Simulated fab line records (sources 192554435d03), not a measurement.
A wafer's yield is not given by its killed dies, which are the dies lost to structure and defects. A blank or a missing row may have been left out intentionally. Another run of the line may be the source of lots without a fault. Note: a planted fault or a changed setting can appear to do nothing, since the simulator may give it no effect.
fab line records	flow n5_finfet
[record] lots = 4	wafers = 10	last_day = 14
route steps=1938 shown BEOL_M13@1664 PASSIVATION@1936
lots with no fault: from the same line, run without faults
start_h: hours from the record's opening day to when the first of the lot's shown wafers began	wait_h: hours since the lot's step before	" identical to the entry in the row above	L1.1+2: several wafers, shown together as one row	- no value, or no start given	* or withheld: withheld	< > ~ a bound
route shown NAME@n: NAME is a module with steps in the file, n the number in the route of the first one	usual: mean and standard deviation over wafers with no fault	same: alike in all rows	chamber/n: place in a boat	sites: each site's reading	_std_site: the values' standard deviation	_edge_site: the outer-site mean with the inner-site mean subtracted	radius_mm: for every site, how far away it sits from the centre of the wafer	mask NAME#n: copy n	behind: tool/chamber where the wafer was last shaped	hold: what put the lot on hold/how long, in hours/how the hold closed	device: which transistor (n, p or np) failed to switch	end of line: the route-end tests of the same wafers	where a step has no rows: the recipe by itself	killed: not the wafer's yield, but the dies lost to structure and defects at the first sort	map: per-die view of a wafer (x killed, . not killed, _ where there is no die)
set.NAME: the run value of the setting; set.NAME@STEP: its run value at that earlier step	model.NAME: the simulator's own value behind a step, which no gauge read
certain route steps with their lots: each step a table, each wafer a row
[[steps]]
[step N5_BEOL_M13_SOFTBAKE_05]
[recipe] temp_c = 130	time_s = 60
[step N5_BEOL_M13_EXPOSE_07]
[recipe] mask_id = V12	na = 0.93	source_shape = conventional	sigma_outer = 0.6	polarization = unpolarized	attpsm_phase_deg = 180	dose_mj = 24.8
[step N5_BEOL_M13_PEB_08]
[recipe] peb_temp_c = 130	peb_time_s = 90
[step N5_BEOL_M13_DEVELOP_09]
[recipe] develop_time_s = 45	rinse_liquid = diw	dry = air_spin	dev_temp_c = 21
[step N5_BEOL_M13_HARDBAKE_14]
[recipe] temp_c = 130	time_s = 120
[step N5_BEOL_M13_DESCUM_15]
[recipe] chemistry = O2	time_s = 7.9	source_power_w = 50	bias_power_w = 20	pressure_mtorr = 20	rf_frequency_hz = 2.712e+07	temp_c = 40	o2_flow_sccm = 225
[step N5_BEOL_M13_ETCH_59]
[recipe] chemistry = N2/H2	target = BARC	target_depth_a = 890	overetch_a = 267	time_s = 67.9	ion_energy_ev = 200	pressure_mtorr = 30	source_w = 840	bias_w = 150	n2_flow_sccm = 200	h2_flow_sccm = 200
[step N5_BEOL_M13_VIA_ETCH_16]
[recipe] chemistry = C4F8/O2/Ar	target = SiOC	pressure_mtorr = 30	source_w = 3000	bias_w = 700	Ar_flow_sccm = 400	C4F8_flow_sccm = 15	O2_flow_sccm = 8	he_inner_torr = 15	he_outer_torr = 30	target_depth_a = 9217	time_s = withheld	ion_energy_ev = 250	ends = cleared
[step N5_BEOL_M13_STRIP_63]
[recipe] chemistry = N2/H2	power_w = 1000	temp_c = 250	h2_frac = 0.65	overash_fraction = 0.3	pressure_mtorr = 1000	n2_flow_sccm = 1750	h2_flow_sccm = 3250
[step N5_BEOL_M13_STRIP_64]
[recipe] chemistry = N2/H2	power_w = 1000	temp_c = 250	h2_frac = 0.65	overash_fraction = 0.3	pressure_mtorr = withheld	n2_flow_sccm = 1750	h2_flow_sccm = 3250
[usual] drypump_motor_current_A = 5.5/0.42	h2_flow_sccm = 3251/9.5	heater_power_w = 334/19	oes_product_au = 0.715/0.0045	strip_time_to_endpoint_s = 31.33/0.073
[same] overash_fraction = 0.3
lot.wafer	tool	chamber	start_h	wait_h	drypump_motor_current_A	h2_flow_sccm	heater_power_w	oes_product_au	rf_hours_counter_h	strip_time_to_endpoint_s
L804.1	plasma_asher-02	0	271.19	0.0	5.2	3241	327	0.720	82	31.30
L804.2	"	1	"	"	5.1	3249	355	0.710	82	31.25
L804.4	"	0	"	"	5.2	3239	320	0.722	-	31.33
L806.3	plasma_asher-01	0	282.53	0.0	5.4	3267	302	0.723	-	31.31
L806.4	"	1	"	"	6.2	3253	349	0.709	-	31.27
L806.5	"	0	"	"	5.5	3246	308	0.721	-	31.28
L810.1	plasma_asher-01	0	303.38	0.0	5.4	3254	315	0.716	123	31.35
L810.3	"	0	"	"	5.4	3242	306	0.711	-	31.33
L809.4	plasma_asher-01	0	308.04	0.0	5.4	3241	304	0.710	-	31.19
L809.5	"	0	"	"	5.5	3251	311	0.717	-	31.26
[step N5_BEOL_M13_STRIP_71]
[recipe] chemistry = post_etch_residue_remover	time_s = 60	temp_c = 25	remover_ph = withheld	remover_water_wt_pct = withheld	remover_fluoride_wt_pct = withheld
[step N5_BEOL_M13_SRD_72]
[recipe] time_s = 30	temp_c = 23	rinse_liquid = diw	dry = n2_spin	spin_rpm = 1500	dry_time_s = 30
[step N5_BEOL_M13_COAT_65]
[recipe] resist = SOC	temp_c = 250	time_s = 60	spin_rpm = 1500	resist_thk_nm = 350
[step N5_BEOL_M13_COAT_66]
[recipe] resist = SiARC	temp_c = 220	time_s = 60	spin_rpm = 1500	resist_thk_nm = 110
[step N5_BEOL_M13_COAT_22]
[recipe] spin_rpm = 2888	resist_thk_nm = 300
[step N5_BEOL_M13_EBR_24]
[recipe] solvent = PGMEA	ebr_width_mm = 1.5
[step N5_BEOL_M13_SOFTBAKE_23]
[recipe] temp_c = 130	time_s = 60
[step N5_BEOL_M13_EXPOSE_25]
[recipe] mask_id = M13	na = 0.93	source_shape = conventional	sigma_outer = 0.4	polarization = unpolarized	target_cd_nm = 210	dose_mj = 22
[step N5_BEOL_M13_PEB_26]
[recipe] peb_temp_c = 130	peb_time_s = 90
[step N5_BEOL_M13_DEVELOP_27]
[recipe] develop_time_s = 45	rinse_liquid = diw	dry = air_spin	dev_temp_c = 21
[step N5_BEOL_M13_HARDBAKE_32]
[recipe] temp_c = 130	time_s = 120
[step N5_BEOL_M13_DESCUM_33]
[recipe] chemistry = O2	time_s = 7.9	source_power_w = 50	bias_power_w = 20	pressure_mtorr = 20	rf_frequency_hz = 2.712e+07	temp_c = 40	o2_flow_sccm = 225
[step N5_BEOL_M13_ETCH_67]
[recipe] chemistry = CF4	target = SiARC	target_depth_a = 1430	time_s = 238.3	ion_energy_ev = 80	pressure_mtorr = 40	source_w = 545	bias_w = 36	Ar_flow_sccm = 100	cf4_flow_sccm = 100	ends = cleared
[step N5_BEOL_M13_ETCH_68]
[recipe] chemistry = N2/H2	target = SOC	mask_material = SiARC	source_w = 3000	bias_w = 350	temp_c = 40	time_s = 355	ion_energy_ev = 200	pressure_mtorr = 30	n2_flow_sccm = 200	h2_flow_sccm = 200
[step N5_BEOL_M13_STRIP_69]
[recipe] chemistry = N2/H2	temp_c = 40	n2_flow_sccm = 200	h2_flow_sccm = 200	rf_frequency_hz = 6e+07
[step N5_BEOL_M13_TRENCH_ETCH_34]
[recipe] chemistry = C4F8/O2/Ar	target = SiOC	target_depth_a = 4134.7	mask_material = SOC	pressure_mtorr = 30	source_w = 3000	bias_w = 700	Ar_flow_sccm = 400	C4F8_flow_sccm = 15	O2_flow_sccm = 8	he_inner_torr = 15	he_outer_torr = 30	time_s = 162.6	ion_energy_ev = 250
[step N5_BEOL_M13_STRIP_70]
[recipe] chemistry = C4F8/O2/Ar	resist = SiARC	rf_frequency_hz = 6e+07
[step N5_BEOL_M13_STRIP_37]
[recipe] chemistry = N2/H2	power_w = 1000	temp_c = 250	h2_frac = 0.65	overash_fraction = 0.3	pressure_mtorr = withheld	n2_flow_sccm = 1750	h2_flow_sccm = 3250
[step N5_BEOL_M13_ETCH_38]
[recipe] chemistry = CF4/N2	target = SiCN	target_depth_a = 675	taper_deg = 2	time_s = 71.9	ion_energy_ev = 150	mask_material = SiO2	pressure_mtorr = 40	source_w = 430	bias_w = 70	Ar_flow_sccm = 100	cf4_flow_sccm = 60	n2_flow_sccm = 60
[step N5_BEOL_M13_PRECLEAN_39]
[recipe] chemistry = residue_remover	time_s = 60	temp_c = 40
[step N5_BEOL_M13_SRD_40]
[recipe] time_s = 30	temp_c = 23	rinse_liquid = diw	dry = n2_spin	spin_rpm = 1500	dry_time_s = 30
[step N5_BEOL_M13_DEGAS_41]
[recipe] ambient = vacuum	temp_c = 250	time_s = 60
[step N5_BEOL_M13_PRE_CLEAN_42]
[recipe] gas = H2/He	time_s = 30	temp_c = 250
[step N5_BEOL_M13_SPUTTER_43]
[recipe] material = TaN	target_thk_a = 150	temp_c = 50	bias_v = 168.6	power_w = 15000	chamber_pressure_pa = 0.12	time_s = 24.19
[step N5_PASSIVATION_PROBE_49]
[usual] defect_limited_yield = 91.6/1.4	killed_at_M0_to_M3 = 33/10	killed_at_M4_up = 13/5.3	killed_at_contacts = 13/5.9	killed_at_front_end = 36/12	killed_at_other = 4/3.1	killed_dies = 99/16	killed_on_rim = 13/4.2	killed_open = 65/13	killed_short = 32/7.3	sort_bin_5_function = 4.9/0.9	sort_bin_6_memory = 3.1/0.66	sort_bin_8_speed = 0.0/0.42	sort_n_pass = 1081/17	sort_yield_pct = 91.6/1.4
[same] gross_dies = 1180	killed_at_back_side = 0	sort_bin_4_leakage[%] = 0
lot.wafer	tool	chamber	start_h	wait_h	defect_limited_yield[%]	killed_at_M0_to_M3	killed_at_M4_up	killed_at_contacts	killed_at_front_end	killed_at_other	killed_dies	killed_on_rim	killed_open	killed_short	sort_bin_5_function[%]	sort_bin_6_memory[%]	sort_bin_8_speed[%]	sort_n_pass	sort_yield_pct[%]
L806.3	prober-01	-	317.50	0.1	90.8	50	15	21	19	4	109	19	69	40	5.0	3.9	0	1071	90.8
L806.4	prober-01	-	317.55	0.2	91.5	44	10	22	22	2	100	15	65	34	4.4	3.7	0	1080	91.5
L806.5	prober-01	-	317.60	0.2	89.3	60	17	18	30	1	126	8	80	45	5.8	4.2	0	1054	89.3
L810.1	prober-02	-	335.16	0.0	82.3	34	102	7	62	4	209	26	57	34	10.2	3.7	0	971	82.3
L810.3	prober-02	-	335.26	0.1	83.7	40	101	13	37	1	192	28	74	28	10.3	4.2	0	988	83.7
L809.4	prober-01	-	336.70	0.2	84.9	27	109	10	31	1	178	24	48	31	9.8	3.2	0	1002	84.9
L809.5	prober-01	-	336.75	0.2	84.0	37	111	16	25	0	189	25	66	25	10.3	4.1	0	991	84.0
// killed by level:class
L806.3 MOL_CONTACT_COAG:geometric_particle:open=18 BEOL_M0_SAQP:geometric_particle:open=16 BEOL_M0_SAQP:geometric_particle:short=10 BEOL_M1:geometric_particle:short=8 BEOL_M1:geometric_particle:open=8 BEOL_M4:geometric_particle:open=8 FIN_SAQP:geometric_particle:short=5 BEOL_M2:geometric_particle:open=5
L806.4 MOL_CONTACT_COAG:geometric_particle:open=16 BEOL_M0_SAQP:geometric_particle:open=12 BEOL_M0_SAQP:geometric_particle:short=10 BEOL_M1:geometric_particle:open=8 BEOL_M2:geometric_particle:open=6 MOL_CONTACT_COAG:geometric_particle:short=6 GATE_CUT:geometric_particle:short=4 BEOL_M4:geometric_particle:open=4
L806.5 BEOL_M0_SAQP:geometric_particle:open=27 BEOL_M0_SAQP:geometric_particle:short=16 MOL_CONTACT_COAG:geometric_particle:open=13 FIN_SAQP:geometric_particle:short=7 BEOL_M2:geometric_particle:open=6 MOL_CONTACT_COAG:geometric_particle:short=5 BEOL_M4:geometric_particle:open=5 GATE_CUT:geometric_particle:short=4
L810.1 BEOL_M13:unspecified=94 HKMG_FIN:area_etch=23 FIN_SAQP:geometric_particle:open=9 FIN_SAQP:geometric_particle:short=9 BEOL_M0_SAQP:geometric_particle:short=9 BEOL_M0_SAQP:geometric_particle:open=9 STI_FIN_REVEAL:geometric_particle:open=5 MOL_CONTACT_COAG:geometric_particle:open=5
L810.3 BEOL_M13:unspecified=90 STI_FIN_REVEAL:geometric_particle:open=13 MOL_CONTACT_COAG:geometric_particle:open=11 BEOL_M2:geometric_particle:open=9 BEOL_M0_SAQP:geometric_particle:short=8 BEOL_M3:geometric_particle:open=7 FIN_SAQP:geometric_particle:open=6 BEOL_M1:geometric_particle:open=6
L809.4 BEOL_M13:unspecified=98 FIN_SAQP:geometric_particle:short=9 MOL_CONTACT_COAG:geometric_particle:open=8 FIN_SAQP:geometric_particle:open=7 BEOL_M0_SAQP:geometric_particle:short=6 BEOL_M0_SAQP:geometric_particle:open=6 BEOL_M2:geometric_particle:open=6 BEOL_M5:geometric_particle:open=4
L809.5 BEOL_M13:unspecified=96 MOL_CONTACT_COAG:geometric_particle:open=13 BEOL_M2:geometric_particle:open=11 BEOL_M4:geometric_particle:open=9 BEOL_M0_SAQP:geometric_particle:open=8 BEOL_M0_SAQP:geometric_particle:short=7 FIN_SAQP:geometric_particle:short=6 BEOL_M1:geometric_particle:open=6
// map L809.5 (x killed, . not)
_________________..x.........________________
______________..........x......._____________
___________........................__________
__________......x.....x....x.......x_________
________...x...x................x....._______
_______..............xx.......x........______
______.................x...xx.x.......x._____
_____....................................____
____........x...x.x.....xx..x.............___
___...........x..........x...........x.....__
___..........................x..x.x........__
__.......x.........................x........_
__..................................x......._
_x....................xx....................x
_...xx.....x....x.......x.....x..............
_.........x.......x..........................
_....x........x.........x..............x.....
_x...............x..................x........
_.............x....x..x......x...............
_...............x...........................x
_................................x.x...x.....
__....x.................x...x..............x_
__..x..........xx....x.............x....x..._
___...............x.......x...x............__
___.....x........xx.......x...x....x....x..__
____...........x....xxxx..................___
_____...x......x.xxxxxxxxxx.x............____
______...x......xxxxxxxxxxx.xx.........._____
_______........x.xxxxxxxxxxx..........x______
________......xxx.xxxxxxxxxx.........._______
__________.x....xxxxxxxxxxxx.....x.._________
___________.....xxxxxxxxxxxxx...x..__________
______________..xxxxxxxxxxx....._____________
_________________xxxxxxxxxxxx________________
// map L810.1 (x killed, . not)
_________________.x..........________________
______________.................._____________
___________x......................x__________
__________.x..........x...x........._________
________.....x......xx.x.............._______
_______..............x.........x.......______
______..........x......x..............x._____
_____................x..x....xx...x......____
____.......x..................x.....x.....___
___.....x..x...............x......x....x...__
___.............xx.....x.........x...x.....__
__.......xx....xx..........x.........x......_
__.x........x.......xx..x..x....x........x.._
_...........x......x...............x.........
_............x.............x...xx......x.....
_.x.xxx......x.........x.x...x...x...........
_.............x.....x.........x........xx....
_x.......x...x............x......x......x....
_...x......x................x.........x......
_...........x...........x.......x............
_....x...........x...x....x................x.
__..x........x..x..........xx..............._
__...............x.........................._
___.................x...x.xx.......x.......__
___...xx......x...xx..........x....x......x__
____x.x..............x..xxx...............___
_____.......x...x...xxxxxx.x.............____
______.x....x.....xxxxxxx.x............._____
_______....x..x.xxxxxxxxxx....x........______
________.....x...xxxxxxxxxxx..x......._______
__________.....x.xxxxxxxxxx...x....._________
___________..xxxxxxxxxxxxxxxx......__________
______________.xxxxxxxxxxxxx...._____________
_________________xxxxxxxxxx.x________________
[[key]]
[first_sign] step = N5_PASSIVATION_PROBE_49	reading = killed_at_M4_up	direction = up	sigmas = 18	usual = 13	struck = 106
[effect] step = N5_PASSIVATION_PROBE_49	reading = killed_dies	direction = up	sigmas = 5.7	usual = 99	struck = 192
[more_kills_born_at] N5_BEOL_M13_STRIP_64@plasma_asher-01 = 378
met_at N5_BEOL_M13_STRIP_64
struck_wafers L809.4,L809.5,L810.1,L810.3
[baseline_loss] step = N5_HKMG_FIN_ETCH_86	wafers = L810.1
onset_between 282.53 303.38
also_fits time
[earlier_fault] kind = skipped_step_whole	tool = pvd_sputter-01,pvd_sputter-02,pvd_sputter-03	chamber = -	onset_h = 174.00	steps = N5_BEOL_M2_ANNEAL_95	scope = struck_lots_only
[earlier_fault] kind = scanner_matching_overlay	tool = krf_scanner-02	chamber = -	onset_h = 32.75	steps = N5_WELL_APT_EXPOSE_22	offset = 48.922
[fault] kind = chamber_particle_source	tool = plasma_asher-01	chamber = 0	onset_h = 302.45	steps = N5_BEOL_M13_STRIP_64	rate_per_visit_cm2 = 0.6589
// baseline_loss: these wafers lose ten dies or more at that step, a loss of the line's own and not of a fault; the sort's usual values leave them out
